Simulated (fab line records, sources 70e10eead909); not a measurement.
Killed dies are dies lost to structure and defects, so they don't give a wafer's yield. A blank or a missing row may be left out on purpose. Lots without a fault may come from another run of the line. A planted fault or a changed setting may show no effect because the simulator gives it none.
Chamber matching | flow nand_harc | NHARC_A_M0_CMP_23 on cmp-02: 4 sister chambers
The step polishes, t overpolish 20 s, target thk 113.75 nm. 18 wafers are shown with their chamber, then 9 later ones without.

WAFERS WITH THEIR CHAMBER
wafer  | chamber | motor_current_A (A) | time_to_endpoint_s (s)
L079.3 | 0       | 9.7                 | 29.6
L079.4 | 3       | 11.0                | 27.6
L079.5 | 1       | 10.5                | 28.9
L085.1 | 2       | 12.9                | 28.2
L085.3 | 1       | 10.8                | 26.6
L085.6 | 3       | 10.6                | 25.6
L084.1 | 3       | 11.4                | 27.1
L084.2 | 0       | 10.3                | 27.6
L084.3 | 2       | 13.0                | 24.5
L091.2 | 2       | 12.6                | 25.3
L091.3 | 0       | 10.8                | 27.8
L091.4 | 1       | 10.7                | 25.3
L092.3 | 3       | 10.7                | 28.5
L092.4 | 2       | 12.2                | 24.6
L092.5 | 1       | 10.4                | 26.0
L093.2 | 1       | 10.9                | 27.8
L093.4 | 2       | 12.6                | 26.4
L093.5 | 2       | 13.1                | 25.2

SIGNATURES (means of the wafers above)
reading            | chamber 0 | chamber 1 | chamber 2 | chamber 3 | scatter within a chamber
motor_current_A    | 10.267    | 10.660    | 12.733    | 10.925    | 0.35
time_to_endpoint_s | 28.333    | 26.920    | 25.700    | 27.200    | 1.33
Rule: a wafer's distance from a chamber is the root of the sum, over the readings, of the square of ((its reading less the chamber's mean) divided by the reading's scatter). The wafer belongs to the nearest chamber; if the next one is less than 2 further off, it can't be placed. The scatter: the root of (the sum of the squares of (reading less its chamber's mean) over the shown wafers, divided by (wafers less chambers)).

WAFERS WITHOUT THEIR CHAMBER
wafer  | motor_current_A (A) | time_to_endpoint_s (s)
L096.3 | 12.7                | 27.1
L096.4 | 10.2                | 26.7
L096.6 | 10.0                | 30.6
L095.3 | 10.4                | 27.4
L095.4 | 10.5                | 26.7
L095.5 | 10.6                | 30.1
L097.3 | 10.6                | 28.5
L097.5 | 11.1                | 27.3
L097.6 | 10.7                | 24.3

WHICH CHAMBER EACH WENT THROUGH
wafer  | from the rows above          | in truth
L096.3 | 2                            | 2
L096.4 | can't be placed: 0 or 1 or 3 | 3
L096.6 | can't be placed: 0 or 1 or 3 | 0
L095.3 | can't be placed: 0 or 1 or 3 | 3
L095.4 | can't be placed: 1 or 3 or 0 | 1
L095.5 | can't be placed: 0 or 3 or 1 | 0
L097.3 | can't be placed: 0 or 1 or 3 | 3
L097.5 | can't be placed: 3 or 1 or 0 | 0
L097.6 | can't be placed: 1 or 3 or 0 | 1
Placed correctly: 1 of 9. Can't be placed from these rows: 8 (the true chamber is among the candidates in 8). Placed wrongly: 0.
